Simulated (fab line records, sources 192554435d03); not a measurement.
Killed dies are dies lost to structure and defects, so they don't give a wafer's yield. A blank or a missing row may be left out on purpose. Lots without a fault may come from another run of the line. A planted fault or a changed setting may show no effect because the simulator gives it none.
Which tool did it? | flow n5_finfet | 11 lots, 33 wafers sampled, at 3 steps of a route of 1938

WHAT THE GAUGES READ, wafer by wafer
N5_PASSIVATION_CD_MEAS_30: target cd 4000 nm. Usual: cd_nm 3999.1 nm, standard deviation 1.8.
lot  | measured     | on        | cd_nm (nm)           | flag
L602 | day 12 02:34 | cd_sem-01 | 3998.6 3995.7 3998.0 |
L603 | day 12 19:04 | cd_sem-03 | 4000.7 4002.2 4001.7 |
L606 | day 13 00:00 | cd_sem-03 | 3997.1 3996.5 3996.9 |
L610 | day 13 16:52 | cd_sem-02 | 3996.2 4000.2 4000.0 |
L613 | day 14 12:40 | cd_sem-03 | 3997.8 4000.4 3998.1 |
L616 | day 15 05:05 | cd_sem-03 | 4000.3 3999.7 3999.7 |
L614 | day 15 18:00 | cd_sem-03 | 3999.0 3997.1 3997.7 |
L617 | day 15 18:35 | cd_sem-03 | 3999.0 4001.0 4000.4 |
L619 | day 16 09:11 | cd_sem-02 | 3996.8 3998.7 3998.6 |
L624 | day 17 05:57 | cd_sem-01 | 3998.4 3997.8 4001.3 |
L625 | day 18 09:10 | cd_sem-03 | 3996.7 3996.4 3996.7 |

WHICH TOOL RAN EACH LOT (tool, then ch and the chambers of the sampled wafers, then the start)
lot  | N5_BEOL_M13_SPUTTER_43       | N5_PASSIVATION_SPUTTER_20
L602 | pvd_sputter-03, day 11 00:08 | pvd_sputter-01, day 12 01:59
L603 | pvd_sputter-02, day 11 22:16 | pvd_sputter-01, day 12 18:20
L606 | pvd_sputter-01, day 12 03:07 | pvd_sputter-03, day 12 23:26
L610 | pvd_sputter-01, day 12 19:01 | pvd_sputter-03, day 13 16:11
L613 | pvd_sputter-02, day 13 12:12 | pvd_sputter-01, day 14 11:58
L616 | pvd_sputter-01, day 14 08:07 | pvd_sputter-02, day 15 04:23
L614 | pvd_sputter-02, day 14 14:19 | pvd_sputter-02, day 15 17:18
L617 | pvd_sputter-03, day 14 16:14 | pvd_sputter-02, day 15 17:53
L619 | pvd_sputter-03, day 15 10:03 | pvd_sputter-01, day 16 08:36
L624 | pvd_sputter-03, day 16 06:50 | pvd_sputter-01, day 17 05:23
L625 | pvd_sputter-03, day 17 08:22 | pvd_sputter-02, day 18 08:28
- N5_BEOL_M13_SPUTTER_43: material TaN, target thk 15 nm, time 24.19 s.
- N5_PASSIVATION_SPUTTER_20: material TaN, target thk 50 nm.

WHAT THE TOOLS THEMSELVES READ (means of the sampled wafers that have a number; where no wafer has one, the mark that the record gives instead)
N5_BEOL_M13_SPUTTER_43. Usual: cathode_dc_power_W 15000 W, standard deviation 2.4; throttle_valve_pct 29.7 %, standard deviation 1.
lot  | tool           | cathode_dc_power_W (W) | throttle_valve_pct (%) | flag
L602 | pvd_sputter-03 | 15003                  | 29.2                   |
L603 | pvd_sputter-02 | 15000                  | 29.6                   |
L606 | pvd_sputter-01 | 15000                  | 30.1                   |
L610 | pvd_sputter-01 | 14998                  | 29.7                   |
L613 | pvd_sputter-02 | 14999                  | 30.1                   |
L616 | pvd_sputter-01 | 14998                  | 29.9                   |
L614 | pvd_sputter-02 | 14997                  | 30.3                   |
L617 | pvd_sputter-03 | 15000                  | 29.0                   |
L619 | pvd_sputter-03 | 15002                  | 30.2                   |
L624 | pvd_sputter-03 | 15000                  | 29.7                   |
L625 | pvd_sputter-03 | 14999                  | 29.1                   |

N5_PASSIVATION_SPUTTER_20. Usual: throttle_valve_pct 29.8 %, standard deviation 0.98.
lot  | tool           | throttle_valve_pct (%) | flag
L602 | pvd_sputter-01 | 29.3                   |
L603 | pvd_sputter-01 | 29.9                   |
L606 | pvd_sputter-03 | 29.0                   |
L610 | pvd_sputter-03 | 30.6                   |
L613 | pvd_sputter-01 | 30.5                   |
L616 | pvd_sputter-02 | 29.6                   |
L614 | pvd_sputter-02 | 30.0                   |
L617 | pvd_sputter-02 | 29.8                   |
L619 | pvd_sputter-01 | 30.2                   |
L624 | pvd_sputter-01 | 30.2                   |
L625 | pvd_sputter-02 | 30.0                   |

THE ANSWER, worked out from the rows above alone
Rule: a lot is off if the mean of its wafers that have a number lies more than 3 standard deviations from the usual mean. A lot without any number at a reading at which 4 lots or more have one is off too. The other lots that the step has rows for count as sound. The gauges are gone through in route order, then the tools' own readings, and for those a lot's mean is taken as printed above. The first step at which some lot is off is used, and at that step the reading that is off furthest; a lot without a number counts as furthest.
No lot is off at any reading shown: from this, nothing can be told.

WHAT THE SIMULATOR HAD PUT IN
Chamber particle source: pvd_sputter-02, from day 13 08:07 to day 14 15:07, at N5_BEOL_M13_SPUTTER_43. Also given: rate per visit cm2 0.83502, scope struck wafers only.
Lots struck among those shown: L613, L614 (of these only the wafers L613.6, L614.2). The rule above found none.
